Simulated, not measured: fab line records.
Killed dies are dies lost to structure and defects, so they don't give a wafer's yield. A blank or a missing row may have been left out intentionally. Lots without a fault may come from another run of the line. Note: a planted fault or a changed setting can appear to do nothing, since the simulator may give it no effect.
Chamber matching    flow n5 finfet    N5_PASSIVATION_PECVD_00 on pecvd-02 has 3 sister chambers
The step deposits SiO2 from SiH4/N2O, target thk 200 nm, time 11.2 s. 6 wafers are shown with their chamber, then 10 later ones without.

EACH WAFER AND ITS CHAMBER
wafer   chamber  throttle valve pct (%)  showerhead plenum p Torr (Torr)
L088.2  1        54.8                    8.19
L088.6  2        50.7                    8.03
L087.2  1        54.3                    8.20
L087.4  0        49.0                    8.19
L089.1  0        48.6                    8.18
L089.4  2        51.3                    8.02

WAFERS WITH NO CHAMBER GIVEN
wafer   throttle valve pct (%)  showerhead plenum p Torr (Torr)
L089.6  48.5                    8.17
L094.1  54.2                    8.21
L094.5  48.6                    8.21
L094.6  51.4                    8.05
L097.3  48.9                    8.19
L097.5  51.6                    8.05
L097.6  54.6                    8.19
L095.1  54.4                    8.21
L095.2  48.7                    8.18
L095.5  54.6                    8.20

THE CHAMBER EACH PASSED THROUGH
wafer   from the rows above  in truth
L089.6  0                    0
L094.1  1                    1
L094.5  0                    0
L094.6  2                    2
L097.3  0                    0
L097.5  2                    2
L097.6  1                    1
L095.1  1                    1
L095.2  0                    0
L095.5  1                    1
Correct placement for 10 of the 10. Not placeable from these rows: 0. Placed wrongly: 0.
How it was worked out, from the rows above alone: a wafer's distance from a chamber is the root of the sum, over the readings, of the square of ((its reading less the chamber's mean) divided by the reading's scatter). The wafer belongs to the nearest chamber; if the next one is less than 2 further off, it can't be placed. A chamber's mean is the mean of its shown wafers. How the scatter is found: for the shown wafers, subtract from each reading the mean of its chamber, square and add these, divide the total by (wafers less chambers), then take the root.
